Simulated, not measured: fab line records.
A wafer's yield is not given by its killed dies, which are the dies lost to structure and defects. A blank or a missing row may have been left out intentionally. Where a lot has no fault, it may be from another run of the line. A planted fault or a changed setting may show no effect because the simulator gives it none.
Which tool did it? ; flow nand-harc ; 6 lots, 18 wafers sampled, at 5 steps of a route of 1159

== WHAT THE GAUGES SHOWED, per wafer ==
NHARC_END_SORT_01.
lot;measured;on;defect-limited-yield (%)
L585;day 23 02:58;prober-02;94.2 92.8 92.0

== TOOL THAT RAN EACH LOT (tool first, then ch and the chambers of the sampled wafers, then the start) ==
lot;NHARC_P_M2_ETCH_28;NHARC_P_M2_DEGAS_29;NHARC_P_M2_PVD_20;NHARC_P_M2_ANNEAL_31
L575;rie-diel-07 ch 0,1, day 6 15:37;pvd-sputter-01, day 6 16:01;pvd-sputter-01, day 6 16:49 or earlier;rtp-anneal-01 ch 0, day 6 16:49
L577;rie-diel-07 ch 0,1,2, day 7 14:19;pvd-sputter-03, day 7 14:44;pvd-sputter-03, day 7 15:39 or earlier;rtp-anneal-01 ch 0, day 7 15:39
L580;rie-diel-04 ch 0,1,3, day 8 06:05;pvd-sputter-01, day 8 06:29;pvd-sputter-01, day 8 07:14 or earlier;rtp-anneal-01 ch 0, day 8 07:14
L585;rie-diel-07 ch 1,2,3, day 9 20:12;pvd-sputter-03, day 9 20:35;pvd-sputter-03, day 9 21:28 or earlier;rtp-anneal-02 ch 0, day 9 21:28
L594;rie-diel-07 ch 1,2, day 11 06:56;pvd-sputter-02, day 11 07:20;pvd-sputter-02, day 11 08:09 or earlier;rtp-anneal-01 ch 0, day 11 08:09
L595;rie-diel-07 ch 0,2,3, day 11 14:45;pvd-sputter-03, day 11 15:08;pvd-sputter-03, day 11 15:52 or earlier;rtp-anneal-02 ch 0, day 11 15:52
- NHARC_P_M2_ETCH_28: etches the open film in CF4/N2, target depth 30 nm, time 72.99 s.
- NHARC_P_M2_DEGAS_29: time 60 s.
- NHARC_P_M2_PVD_20: deposits TaN, target thk 5 nm, time 8.06 s.
- NHARC_P_M2_ANNEAL_31: time 90 s.

== THE ANSWER, worked out from the rows above alone ==
Rule: the usual values come from the lots themselves. Put in order of their means at a reading, lots are off if they are a third of the lots or fewer, leave a main group of 4 or more, and stand apart from it by a gap of 3 or more times the standard deviation of the main group's means; of several such gaps the widest counts. A main group whose means are all the same, to the digits that the tables above print for the reading, isn't used. Also off: a lot with no number at a reading for which 4 or more lots have one. Where the step has rows for the other lots, those lots are counted as sound.
No lot is off at any reading shown: from this, nothing can be told.

== WHAT THE SIMULATOR PUT IN ==
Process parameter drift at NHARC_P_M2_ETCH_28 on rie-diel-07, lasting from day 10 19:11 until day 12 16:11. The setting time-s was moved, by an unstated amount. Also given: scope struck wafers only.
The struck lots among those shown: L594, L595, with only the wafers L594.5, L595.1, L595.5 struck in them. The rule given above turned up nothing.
